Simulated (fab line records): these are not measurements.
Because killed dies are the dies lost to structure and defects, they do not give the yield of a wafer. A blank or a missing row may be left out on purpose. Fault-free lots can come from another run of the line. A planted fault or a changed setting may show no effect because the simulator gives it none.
Which tool is to blame? | flow n5_finfet | 14 lots with 42 wafers sampled at 5 steps, on a route of 1938 steps

## WHAT EACH GAUGE READ, for each wafer
N5_BEOL_M8_CD_MEAS_18: pitch 80 nm, target cd 40 nm.
lot  | measured     | on        | cd_nm (nm)
L310 | day 9 04:20  | cd_sem-01 | 39.0 40.0 40.2
L311 | day 9 19:27  | cd_sem-02 | 39.8 39.8 40.0
L312 | day 9 19:38  | cd_sem-01 | 40.2 40.0 40.0
L314 | day 10 10:30 | cd_sem-01 | 40.0 39.8 40.4
L316 | day 10 21:04 | cd_sem-01 | 39.0 40.2 38.9
L318 | day 11 04:16 | cd_sem-01 | 40.2 39.8 40.8
L319 | day 11 19:51 | cd_sem-02 | - - -
L320 | day 12 01:02 | cd_sem-03 | - - -
L328 | day 14 04:46 | cd_sem-02 | 40.3 39.7 40.1
L329 | day 14 08:50 | cd_sem-03 | 39.8 40.7 39.6
L327 | day 14 09:04 | cd_sem-02 | 39.2 39.6 39.4
L330 | day 14 17:53 | cd_sem-01 | 39.6 40.7 41.4
L331 | day 15 01:34 | cd_sem-03 | 40.1 40.0 40.9
L332 | day 15 03:11 | cd_sem-03 | 40.4 40.1 40.1

## WHICH TOOL RAN EACH LOT (tool, then ch and the chambers of the sampled wafers, then the start)
lot  | N5_BEOL_M8_CURE_74            | N5_BEOL_M8_PECVD_70             | N5_BEOL_M8_HM_OPEN_17             | N5_BEOL_M8_STRIP_19
L310 | uv_cure-03 ch 1, day 9 00:46  | pecvd-04 ch 1,2, day 9 01:09    | rie_metal-02 ch 0,1, day 9 04:08  | rie_diel-02 ch 1,2,3, day 9 04:16
L311 | uv_cure-02 ch 2, day 9 16:19  | pecvd-04 ch 0,1,2, day 9 16:52  | rie_metal-02 ch 0,1, day 9 19:13  | rie_diel-02 ch 0,1, day 9 19:23
L312 | uv_cure-01 ch 0, day 9 16:30  | pecvd-01 ch 0,1, day 9 17:03    | rie_metal-03 ch 0,1, day 9 19:24  | rie_diel-05 ch 0,1,2, day 9 19:34
L314 | uv_cure-02 ch 1, day 10 07:19 | pecvd-02 ch 0,2, day 10 07:42   | rie_metal-01 ch 0,1, day 10 10:19 | rie_diel-05 ch 1,2,3, day 10 10:26
L316 | uv_cure-03 ch 1, day 10 18:17 | pecvd-02 ch 0,2, day 10 18:41   | rie_metal-02 ch 0,1, day 10 20:55 | rie_diel-02 ch 2,3, day 10 21:00
L318 | uv_cure-02 ch 1, day 11 02:00 | pecvd-02 ch 0,1, day 11 02:28   | rie_metal-02 ch 0,1, day 11 04:04 | rie_diel-06 ch 1,2,3, day 11 04:11
L319 | uv_cure-02 ch 1, day 11 17:07 | pecvd-02 ch 0,2, day 11 17:40   | rie_metal-03 ch 1, day 11 19:35   | rie_diel-06 ch 2,3, day 11 19:47
L320 | uv_cure-01 ch 0, day 11 21:31 | pecvd-01 ch 0,1, day 11 22:32   | rie_metal-02 ch 0,1, day 12 00:52 | rie_diel-02 ch 1,2,3, day 12 00:58
L328 | uv_cure-03 ch 0, day 14 00:58 | pecvd-01 ch 0,1,2, day 14 01:31 | rie_metal-03 ch 0,1, day 14 04:27 | rie_diel-05 ch 0,3, day 14 04:41
L329 | uv_cure-03 ch 1, day 14 05:29 | pecvd-04 ch 0,2, day 14 06:02   | rie_metal-03 ch 1, day 14 08:29   | rie_diel-05 ch 0,2, day 14 08:46
L327 | uv_cure-01 ch 2, day 14 06:19 | pecvd-02 ch 0,1,2, day 14 06:38 | rie_metal-01 ch 0,1, day 14 08:53 | rie_diel-06 ch 1,2, day 14 08:59
L330 | uv_cure-01 ch 0, day 14 14:56 | pecvd-04 ch 0,1,2, day 14 15:29 | rie_metal-02 ch 0,1, day 14 17:42 | rie_diel-02 ch 0,2,3, day 14 17:49
L331 | uv_cure-01 ch 2, day 14 22:34 | pecvd-02 ch 1,2, day 14 22:58   | rie_metal-03 ch 0,1, day 15 01:16 | rie_diel-02 ch 1,3, day 15 01:30
L332 | uv_cure-01 ch 0, day 15 01:29 | pecvd-04 ch 0,1, day 15 01:58   | rie_metal-02 ch 0,1, day 15 03:00 | rie_diel-06 ch 0,1,2, day 15 03:07
- N5_BEOL_M8_CURE_74: cures SiCOH lowk, time 240 s.
- N5_BEOL_M8_PECVD_70: deposits SiO2 from TEOS/O2, target thk 20 nm, time 22.7 s.
- N5_BEOL_M8_HM_OPEN_17: chemistry Cl2/BCl3, target TiN, target depth 20 nm, overetch 6 nm.
- N5_BEOL_M8_STRIP_19: strips in O2.

## AS READ BY THE TOOLS THEMSELVES (means over the sampled wafers that have a number; for cases with no such wafer, the mark the record gives instead)
N5_BEOL_M8_CURE_74.
lot  | tool       | lamp_power_pct (%) | wafer_temp_C_max
L310 | uv_cure-03 | 52.36              | 387.0
L311 | uv_cure-02 | 52.34              | 386.2
L312 | uv_cure-01 | 52.32              | 387.3
L314 | uv_cure-02 | 52.37              | 385.9
L316 | uv_cure-03 | 52.32              | 386.6
L318 | uv_cure-02 | 52.29              | 385.8
L319 | uv_cure-02 | 52.34              | 386.0
L320 | uv_cure-01 | 52.28              | 387.6
L328 | uv_cure-03 | 52.32              | 386.8
L329 | uv_cure-03 | 52.33              | 386.8
L327 | uv_cure-01 | 52.27              | 387.6
L330 | uv_cure-01 | 52.33              | 386.9
L331 | uv_cure-01 | 52.35              | 387.5
L332 | uv_cure-01 | 52.41              | 387.4

N5_BEOL_M8_PECVD_70.
lot  | tool     | heater_power_w (W) | showerhead_plenum_p_Torr (Torr) | throttle_valve_pct (%)
L310 | pecvd-04 | 694                | 8.75                            | 22.6
L311 | pecvd-04 | 670                | 8.74                            | 22.4
L312 | pecvd-01 | 688                | 8.77                            | 22.6
L314 | pecvd-02 | 585                | 8.78                            | 21.6
L316 | pecvd-02 | 584                | 8.80                            | 21.4
L318 | pecvd-02 | 638                | 8.69                            | 22.0
L319 | pecvd-02 | 650                | 8.79                            | 21.5
L320 | pecvd-01 | 782                | 8.77                            | 22.6
L328 | pecvd-01 | 722                | 8.79                            | 22.6
L329 | pecvd-04 | 617                | 8.79                            | 22.6
L327 | pecvd-02 | 634                | 8.74                            | 21.8
L330 | pecvd-04 | 604                | 8.73                            | 22.5
L331 | pecvd-02 | 688                | 8.71                            | 21.9
L332 | pecvd-04 | 630                | 8.69                            | 22.5

N5_BEOL_M8_HM_OPEN_17.
lot  | tool         | bcl3_flow_sccm (sccm) | bias_w (W) | chamber_pressure_mTorr (mTorr) | drypump_motor_current_A (A) | oes_product_au (a.u.) | throttle_valve_pct (%)
L310 | rie_metal-02 | 21.76                 | 126.1      | 9.999                          | 5.3                         | 0.69                  | 21.83
L311 | rie_metal-02 | 21.71                 | 125.4      | 10.000                         | 5.4                         | 0.60                  | 21.90
L312 | rie_metal-03 | 21.72                 | 126.4      | 9.998                          | 6.2                         | 0.62                  | 22.01
L314 | rie_metal-01 | 21.82                 | 126.0      | 9.994                          | 5.5                         | 0.57                  | 22.44
L316 | rie_metal-02 | 21.68                 | 126.0      | 10.006                         | 5.4                         | 0.81                  | 21.77
L318 | rie_metal-02 | 21.81                 | 126.3      | 9.998                          | 5.4                         | 0.81                  | 21.77
L319 | rie_metal-03 | -                     | -          | -                              | -                           | -                     | -
L320 | rie_metal-02 | -                     | -          | -                              | -                           | -                     | -
L328 | rie_metal-03 | 21.72                 | 125.8      | 9.999                          | 6.2                         | 0.70                  | 21.96
L329 | rie_metal-03 | 21.85                 | 126.3      | 10.000                         | 6.7                         | 0.64                  | 22.09
L327 | rie_metal-01 | 21.81                 | 125.7      | 9.993                          | 5.6                         | 0.74                  | 22.42
L330 | rie_metal-02 | 21.77                 | 126.4      | 10.010                         | 5.3                         | 0.75                  | 21.79
L331 | rie_metal-03 | 21.77                 | 125.7      | 9.995                          | 5.6                         | 0.73                  | 21.84
L332 | rie_metal-02 | 21.74                 | 126.2      | 9.997                          | 5.3                         | 0.75                  | 21.78

N5_BEOL_M8_STRIP_19.
lot  | tool        | chamber_pressure_mTorr (mTorr) | drypump_motor_current_A (A) | oes_product_au (a.u.) | rf_vpp_V (V) | showerhead_plenum_p_Torr (Torr) | throttle_valve_pct (%)
L310 | rie_diel-02 | 30.00                          | 5.7                         | 0.79                  | 3.8          | 2.17                            | 16.5
L311 | rie_diel-02 | 30.03                          | 5.9                         | 0.74                  | 3.9          | 2.12                            | 16.6
L312 | rie_diel-05 | 29.98                          | 5.2                         | 0.82                  | 4.0          | 2.06                            | 16.4
L314 | rie_diel-05 | 29.99                          | 5.3                         | 0.87                  | 3.5          | 2.07                            | 16.3
L316 | rie_diel-02 | 30.01                          | 5.5                         | 0.83                  | 3.5          | 2.19                            | 16.3
L318 | rie_diel-06 | 30.00                          | 6.0                         | 0.78                  | 4.2          | 2.08                            | 16.9
L319 | rie_diel-06 | 30.02                          | 6.5                         | 0.69                  | 3.9          | 2.05                            | 17.3
L320 | rie_diel-02 | 29.96                          | 5.7                         | 0.77                  | 3.7          | 2.16                            | 16.6
L328 | rie_diel-05 | 30.02                          | 5.3                         | 0.84                  | 3.5          | 2.04                            | 16.4
L329 | rie_diel-05 | 30.01                          | 5.5                         | 0.74                  | 3.4          | 2.06                            | 16.6
L327 | rie_diel-06 | 30.00                          | 5.5                         | 0.90                  | 3.8          | 2.11                            | 16.5
L330 | rie_diel-02 | 29.97                          | 5.6                         | 0.78                  | 3.4          | 2.11                            | 16.4
L331 | rie_diel-02 | 30.03                          | 5.9                         | 0.80                  | 3.5          | 2.10                            | 16.5
L332 | rie_diel-06 | 29.97                          | 5.5                         | 0.86                  | 3.2          | 2.17                            | 16.6

## THE ANSWER, worked out from the rows above alone
Rule: the usual values come from the lots themselves. Put in order of their means at a reading, lots are off if they are a third of the lots or fewer, leave a main group of 4 or more, and stand apart from it by a gap of 3 or more times the standard deviation of the main group's means; of several such gaps the widest counts. If all means in a main group match to the digits the tables above print for the reading, that group is not used. A lot without any number at a reading at which 4 lots or more have one is off too. Where the step has rows for the other lots, those lots are counted as sound. First the gauges in route order, then the tools' own readings, where a lot's mean is used as printed above. The first step at which some lot is off is used, and at that step the reading that is off furthest; a lot without a number counts as furthest.
Off, at N5_BEOL_M8_CD_MEAS_18 on cd_nm: L319, L320. Without a number there: L319, L320. For the main group the mean is 40.0 nm and the standard deviation 0.34.
If a tool, at a process step before that reading, ran all the lots that are off and no sound lot after the first of them, it fits. The gauges at N5_BEOL_M8_CD_MEAS_18 aren't tried: what is off there is off at N5_BEOL_M8_HM_OPEN_17 too, on other tools, and a gauge's error can't cause that. Not one of the candidates tried fits.

## WHAT WAS PUT IN BY THE SIMULATOR
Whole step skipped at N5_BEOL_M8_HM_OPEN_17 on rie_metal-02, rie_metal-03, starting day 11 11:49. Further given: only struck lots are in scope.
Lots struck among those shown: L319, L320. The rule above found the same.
